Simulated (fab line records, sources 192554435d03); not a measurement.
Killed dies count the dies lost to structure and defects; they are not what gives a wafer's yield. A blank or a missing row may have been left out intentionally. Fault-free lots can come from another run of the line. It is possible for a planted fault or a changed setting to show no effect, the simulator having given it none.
fab line records / flow n5Finfet
record lots=5 wafers=15 lastDay=18
route steps=1938 shown PASSIVATION@1904
lots untouched by any fault: they come from a run of this same line in which no faults occurred
startH: start of the lot's first displayed wafer, in hours after the record's first day / waitH: time in hours since the lot's previous step / " identical to the entry in the row above / L1.1+2: a single row standing in for several wafers / - no value present, or no start provided / * or withheld: withheld / < > ~ a bound
route shown NAME@n: names a module that has steps shown in the file, with the first one's number in the route / usual: the fault-free wafers' mean and standard deviation / same: alike in all rows / chamber/n: place in a boat / sites: readings site by site / _std_site: the values' standard deviation / _edge_site: mean of outer sites minus mean of inner sites / radiusMm: for every site, how far away it sits from the centre of the wafer / mask NAME#n: copy n / behind: the last tool/chamber to shape the wafer / hold: the reason the lot was held/the length of the hold in hours/how it ended / device: the n, p or np transistor that did not switch / end of line: the route-end tests of the same wafers / a step without rows: its recipe alone / killed: not the wafer's yield, but the dies lost to structure and defects at the first sort / map: a wafer's dies, marking killed ones x, the rest . and places with no die _
set.NAME: setting as actually run; set.NAME@STEP: the setting as run at that earlier step / model.NAME: the simulator's own value behind a step, which no gauge read
certain route steps with their lots: each step a table, each wafer a row
services: from which hour (startH, from the record's first day; less than 0 if before it) a tool's chamber was out of use, for how many hours, and why
## steps
# step N5_PASSIVATION_HARDBAKE_31
# recipe tempC=130 timeS=120
# step N5_PASSIVATION_DESCUM_32
# recipe chemistry=O2 timeS=7.9 sourcePowerW=50 biasPowerW=20 pressureMtorr=20 rfFrequencyHz=2.712e+07 tempC=40 o2FlowSccm=225
# step N5_PASSIVATION_AL_ETCH_33
# recipe chemistry=Cl2/BCl3 targetDepthA=28000 overEtchFrac=0.15 Cl2_flow_sccm=180 bcl3FlowSccm=60 target=Al stopOn=TaN timeS=466.7 ionEnergyEv=100 pressureMtorr=10 icpW=900 biasW=100
# step N5_PASSIVATION_ETCH_59
# recipe chemistry=Cl2/BCl3 target=TaN targetDepthA=650 timeS=34.9 ionEnergyEv=100 pressureMtorr=10 icpW=900 biasW=100 Cl2_flow_sccm=60 bcl3FlowSccm=30
# step N5_PASSIVATION_STRIP_34
# recipe chemistry=O2 powerW=600 tempC=60 pressureMtorr=30 rfFrequencyHz=6e+07 biasPowerW=0 overashFraction=2 o2FlowSccm=225
# step N5_PASSIVATION_STRIP_51
# recipe chemistry=postEtchResidueRemover timeS=1200 tempC=72.5
# step N5_PASSIVATION_CLEAN_69
# recipe chemistry=IPA timeS=180 tempC=25
# step N5_PASSIVATION_SRD_70
# recipe dry=ipaMarangoni timeS=30 tempC=23 rinseLiquid=diw
# step N5_PASSIVATION_PECVD_53
# recipe material=SiO2 targetThkA=8000 tempC=400 precursor=TEOS/O2 pressureTorr=6.5 rfW=withheld teosFlowSccm=withheld gas=O2 flowSccm=2650 timeS=169.4
# step N5_PASSIVATION_PECVD_35
# recipe material=SiNx targetThkA=7000 tempC=400 precursor=SiH4/NH3/N2 pressureTorr=4.9 rfW=1406 timeS=151.3
# usual heaterPowerW=406/87 runLengthS=195.1/0.45 showerheadPlenumPTorr=8.76/0.068 throttleValvePct=29.1/1.4
lot.wafer=L265.2 tool=pecvd-03 chamber=2 startH=351.20 waitH=0.1 heaterPowerW=304 runLengthS=195.1 showerheadPlenumPTorr=8.82 throttleValvePct=28.9 model.SiNx_of_PASSIVATION_PECVD_35.thkNm=694.6
lot.wafer=L265.3 tool=pecvd-03 chamber=0 startH=351.20 waitH=0.1 heaterPowerW=573 runLengthS=195.5 showerheadPlenumPTorr=8.82 throttleValvePct=28.0 model.SiNx_of_PASSIVATION_PECVD_35.thkNm=693.8
lot.wafer=L265.4 tool=pecvd-03 chamber=1 startH=351.20 waitH=0.1 heaterPowerW=259 runLengthS=195.7 showerheadPlenumPTorr=8.71 throttleValvePct=28.1 model.SiNx_of_PASSIVATION_PECVD_35.thkNm=709
lot.wafer=L268.1 tool=pecvd-03 chamber=2 startH=369.42 waitH=0.1 heaterPowerW=423 runLengthS=195.9 showerheadPlenumPTorr=8.83 throttleValvePct=29.2 model.SiNx_of_PASSIVATION_PECVD_35.thkNm=686.2
lot.wafer=L268.4 tool=pecvd-03 chamber=1 startH=369.42 waitH=0.1 heaterPowerW=357 runLengthS=154.0 showerheadPlenumPTorr=8.74 throttleValvePct=28.2 model.SiNx_of_PASSIVATION_PECVD_35.thkNm=517.2
lot.wafer=L268.6 tool=pecvd-03 chamber=2 startH=369.42 waitH=0.1 heaterPowerW=337 runLengthS=154.4 showerheadPlenumPTorr=8.80 throttleValvePct=28.9 model.SiNx_of_PASSIVATION_PECVD_35.thkNm=499
lot.wafer=L266.2 tool=pecvd-03 chamber=0 startH=373.10 waitH=0.1 heaterPowerW=477 runLengthS=154.6 showerheadPlenumPTorr=8.83 throttleValvePct=28.2 model.SiNx_of_PASSIVATION_PECVD_35.thkNm=514
lot.wafer=L266.5 tool=pecvd-03 chamber=2 startH=373.10 waitH=0.1 heaterPowerW=369 runLengthS=195.9 showerheadPlenumPTorr=8.84 throttleValvePct=28.8 model.SiNx_of_PASSIVATION_PECVD_35.thkNm=701
lot.wafer=L266.6 tool=pecvd-03 chamber=0 startH=373.10 waitH=0.1 heaterPowerW=511 runLengthS=154.5 showerheadPlenumPTorr=8.79 throttleValvePct=28.2 model.SiNx_of_PASSIVATION_PECVD_35.thkNm=520.2
lot.wafer=L267.2 tool=pecvd-03 chamber=1 startH=382.01 waitH=0.1 heaterPowerW=315 runLengthS=154.0 showerheadPlenumPTorr=8.72 throttleValvePct=28.2 model.SiNx_of_PASSIVATION_PECVD_35.thkNm=511.2
lot.wafer=L267.3 tool=pecvd-03 chamber=0 startH=382.01 waitH=0.1 heaterPowerW=541 runLengthS=195.9 showerheadPlenumPTorr=8.79 throttleValvePct=28.0 model.SiNx_of_PASSIVATION_PECVD_35.thkNm=697
lot.wafer=L267.6 tool=pecvd-03 chamber=0 startH=382.01 waitH=0.1 heaterPowerW=575 runLengthS=154.2 showerheadPlenumPTorr=8.82 throttleValvePct=28.4 model.SiNx_of_PASSIVATION_PECVD_35.thkNm=519.2
lot.wafer=L275.1 tool=pecvd-03 chamber=1 startH=433.94 waitH=0.1 heaterPowerW=321 runLengthS=195.1 showerheadPlenumPTorr=8.74 throttleValvePct=28.0 model.SiNx_of_PASSIVATION_PECVD_35.thkNm=691
lot.wafer=L275.2 tool=pecvd-03 chamber=0 startH=433.94 waitH=0.1 heaterPowerW=575 runLengthS=195.7 showerheadPlenumPTorr=8.81 throttleValvePct=28.0 model.SiNx_of_PASSIVATION_PECVD_35.thkNm=699.2
lot.wafer=L275.4 tool=pecvd-03 chamber=2 startH=433.94 waitH=0.1 heaterPowerW=366 runLengthS=195.7 showerheadPlenumPTorr=8.81 throttleValvePct=29.3 model.SiNx_of_PASSIVATION_PECVD_35.thkNm=702.6
# step N5_PASSIVATION_HMDS_37
# recipe timeS=60 tempC=120
# step N5_PASSIVATION_COAT_38
# recipe spinRpm=3000 resistThkNm=withheld
# step N5_PASSIVATION_EBR_40
# recipe solvent=PGMEA ebrWidthMm=1.5
# step N5_PASSIVATION_SOFTBAKE_39
# recipe tempC=110 timeS=120
# step N5_PASSIVATION_EXPOSE_41
# recipe maskId=PASS_OPEN na=0.55 defocusNm=0 sourceShape=conventional sigmaOuter=0.8 polarization=unpolarized targetCdNm=40000 doseMj=57.25
# step N5_PASSIVATION_PEB_42
# recipe pebTempC=withheld pebTimeS=*
# step N5_PASSIVATION_DEVELOP_43
# recipe developTimeS=60 rinseLiquid=diw dry=airSpin devTempC=21
# step N5_PASSIVATION_HARDBAKE_45
# recipe tempC=130 timeS=120
# step N5_PASSIVATION_DESCUM_46
# recipe chemistry=O2 timeS=7.9 sourcePowerW=50 biasPowerW=20 pressureMtorr=20 rfFrequencyHz=2.712e+07 tempC=40 o2FlowSccm=225
# step N5_PASSIVATION_PASS_ETCH_47
# recipe chemistry=CF4/O2 target=SiNx targetDepthA=7700 timeS=385 ionEnergyEv=100 pressureMtorr=40 sourceW=535 biasW=49 Ar_flow_sccm=100 cf4FlowSccm=100 O2_flow_sccm=10
# step N5_PASSIVATION_ETCH_54
# recipe chemistry=CHF3/O2 target=SiO2 targetDepthA=8800 CHF3_flow_sccm=50 O2_flow_sccm=5 Ar_flow_sccm=200 timeS=440 maskMaterial=PR pressureMtorr=30 sourceW=650 biasW=170 ionEnergyEv=200
# step N5_PASSIVATION_STRIP_48
# recipe chemistry=O2 powerW=600 tempC=60 pressureMtorr=30 rfFrequencyHz=6e+07 biasPowerW=0 overashFraction=0.5 o2FlowSccm=225
# step N5_PASSIVATION_STRIP_52
# recipe chemistry=postEtchResidueRemover timeS=1200 tempC=72.5
lot.wafer=L265.2 tool=wetBench-04 chamber=5 startH=352.72 waitH=- model.SiNx_of_PASSIVATION_PECVD_35.thkNm=694.2
lot.wafer=L265.3 tool=wetBench-04 chamber=6 startH=352.72 waitH=- model.SiNx_of_PASSIVATION_PECVD_35.thkNm=693.4
lot.wafer=L265.4 tool=wetBench-04 chamber=7 startH=352.72 waitH=- model.SiNx_of_PASSIVATION_PECVD_35.thkNm=708.6
lot.wafer=L268.1 tool=wetBench-01 chamber=1 startH=370.99 waitH=- model.SiNx_of_PASSIVATION_PECVD_35.thkNm=685.8
lot.wafer=L268.4 tool=wetBench-01 chamber=2 startH=370.99 waitH=- model.SiNx_of_PASSIVATION_PECVD_35.thkNm=516.8
lot.wafer=L268.6 tool=wetBench-01 chamber=4 startH=370.99 waitH=- model.SiNx_of_PASSIVATION_PECVD_35.thkNm=498.6
lot.wafer=L266.2 tool=wetBench-01 chamber=1 startH=374.24 waitH=- model.SiNx_of_PASSIVATION_PECVD_35.thkNm=513.8
lot.wafer=L266.5 tool=wetBench-01 chamber=3 startH=374.24 waitH=- model.SiNx_of_PASSIVATION_PECVD_35.thkNm=700.6
lot.wafer=L266.6 tool=wetBench-01 chamber=2 startH=374.24 waitH=- model.SiNx_of_PASSIVATION_PECVD_35.thkNm=519.8
lot.wafer=L267.2 tool=wetBench-01 chamber=3 startH=383.28 waitH=- model.SiNx_of_PASSIVATION_PECVD_35.thkNm=510.8
lot.wafer=L267.3 tool=wetBench-01 chamber=4 startH=383.28 waitH=- model.SiNx_of_PASSIVATION_PECVD_35.thkNm=696.6
lot.wafer=L267.6 tool=wetBench-01 chamber=1 startH=383.28 waitH=- model.SiNx_of_PASSIVATION_PECVD_35.thkNm=518.8
lot.wafer=L275.1 tool=wetBench-04 chamber=6 startH=435.08 waitH=- model.SiNx_of_PASSIVATION_PECVD_35.thkNm=690.6
lot.wafer=L275.2 tool=wetBench-04 chamber=0 startH=435.08 waitH=- model.SiNx_of_PASSIVATION_PECVD_35.thkNm=698.8
lot.wafer=L275.4 tool=wetBench-04 chamber=7 startH=435.08 waitH=- model.SiNx_of_PASSIVATION_PECVD_35.thkNm=702.2
# step N5_PASSIVATION_CLEAN_71
# recipe chemistry=IPA timeS=180 tempC=25
# step N5_PASSIVATION_PROBE_49
# usual defectLimitedYield=90.9/1.5 killed_at_M0_to_M3=36/10 killed_at_M4_up=13/5.5 killedAtContacts=12/5.6 killedAtFrontEnd=42/12 killedAtOther=4/3.2 killedDies=108/18 killedOpen=71/13 killedShort=34/7.8 sort_bin_5_function=5.4/1 sort_bin_6_memory=3.4/0.68 sortNPass=1072/18 sortYieldPct=90.9/1.5
# same grossDies=1180 killedAtBackSide=0 sort_bin_4_leakage[%]=0 sort_bin_8_speed[%]=0
lot.wafer=L268.1 tool=prober-01 chamber=- startH=373.41 waitH=0.0 defectLimitedYield[%]=90.5 killed_at_M0_to_M3=49 killed_at_M4_up=18 killedAtContacts=14 killedAtFrontEnd=30 killedAtOther=1 killedDies=112 killedOpen=74 killedShort=37 sort_bin_5_function[%]=4.9 sort_bin_6_memory[%]=4.0 sortNPass=1068 sortYieldPct[%]=90.5
lot.wafer=L268.4 tool=prober-01 chamber=- startH=373.56 waitH=0.2 defectLimitedYield[%]=92.5 killed_at_M0_to_M3=37 killed_at_M4_up=17 killedAtContacts=6 killedAtFrontEnd=24 killedAtOther=5 killedDies=89 killedOpen=55 killedShort=32 sort_bin_5_function[%]=4.7 sort_bin_6_memory[%]=2.6 sortNPass=1091 sortYieldPct[%]=92.5
lot.wafer=L268.6 tool=prober-01 chamber=- startH=373.66 waitH=0.3 defectLimitedYield[%]=91.6 killed_at_M0_to_M3=32 killed_at_M4_up=12 killedAtContacts=5 killedAtFrontEnd=48 killedAtOther=2 killedDies=99 killedOpen=63 killedShort=33 sort_bin_5_function[%]=4.7 sort_bin_6_memory[%]=3.5 sortNPass=1081 sortYieldPct[%]=91.6
# killed by level:class
L268.1 BEOL_M0_SAQP:geometricParticle:open=16 BEOL_M0_SAQP:geometricParticle:short=10 MOL_CONTACT_COAG:geometricParticle:open=10 BEOL_M2:geometricParticle:open=9 STI_FIN_REVEAL:geometricParticle:open=8 BEOL_M4:geometricParticle:open=7 STARTING-WAFER:geometricParticle:short=6 BEOL_M2:geometricParticle:short=5
L268.4 BEOL_M0_SAQP:geometricParticle:short=9 BEOL_M0_SAQP:geometricParticle:open=9 BEOL_M3:geometricParticle:open=9 BEOL_M2:geometricParticle:open=6 FIN_SAQP:geometricParticle:short=5 STI_FIN_REVEAL:geometricParticle:open=5 MOL_CONTACT_COAG:geometricParticle:open=5 FIN_SAQP:geometricParticle:open=4
L268.6 FIN_SAQP:geometricParticle:open=12 FIN_SAQP:geometricParticle:short=8 BEOL_M0:geometricParticle:open=8 BEOL_M0_SAQP:geometricParticle:short=7 BEOL_M0_SAQP:geometricParticle:open=6 MOL_CONTACT_COAG:geometricParticle:open=5 STARTING-WAFER:geometricParticle:open=5 DUMMY_GATE:geometricParticle:open=4
## services
tool=pecvd-03 chamber=2 startH=351.75 hours=2.1 kind=scheduledDown
tool=pecvd-03 chamber=0 startH=357.77 hours=12.8 kind=repair
tool=pecvd-03 chamber=1 startH=391.41 hours=2.1 kind=scheduledDown
tool=wetBench-04 chamber=- startH=400.12 hours=4.0 kind=repair
tool=pecvd-03 chamber=2 startH=407.40 hours=5.5 kind=scheduledDown
tool=pecvd-03 chamber=0 startH=420.90 hours=2.1 kind=scheduledDown
## key
firstSign step=N5_PASSIVATION_PECVD_35 reading=runLengthS direction=down sigmas=92 usual=* struck=*
effect none on later readings
modelEffect step=N5_PASSIVATION_PECVD_35 value=SiNx_of_PASSIVATION_PECVD_35.thkNm without=705 struck=513.5
modelEffect step=N5_PASSIVATION_STRIP_52 value=SiNx_of_PASSIVATION_PECVD_35.thkNm without=704.6 struck=513.1
metAt N5_PASSIVATION_PECVD_35
struckWafers L266.2,L266.6,L267.2,L267.6,L268.4,L268.6
onsetBetween 351.20 369.42
fault kind=processParameterDrift tool=pecvd-03 chamber=- onsetH=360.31 steps=N5_PASSIVATION_PECVD_35 channel=timeS offset=* shape=step endH=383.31 scope=struckWafersOnly actsIn=* stated=*
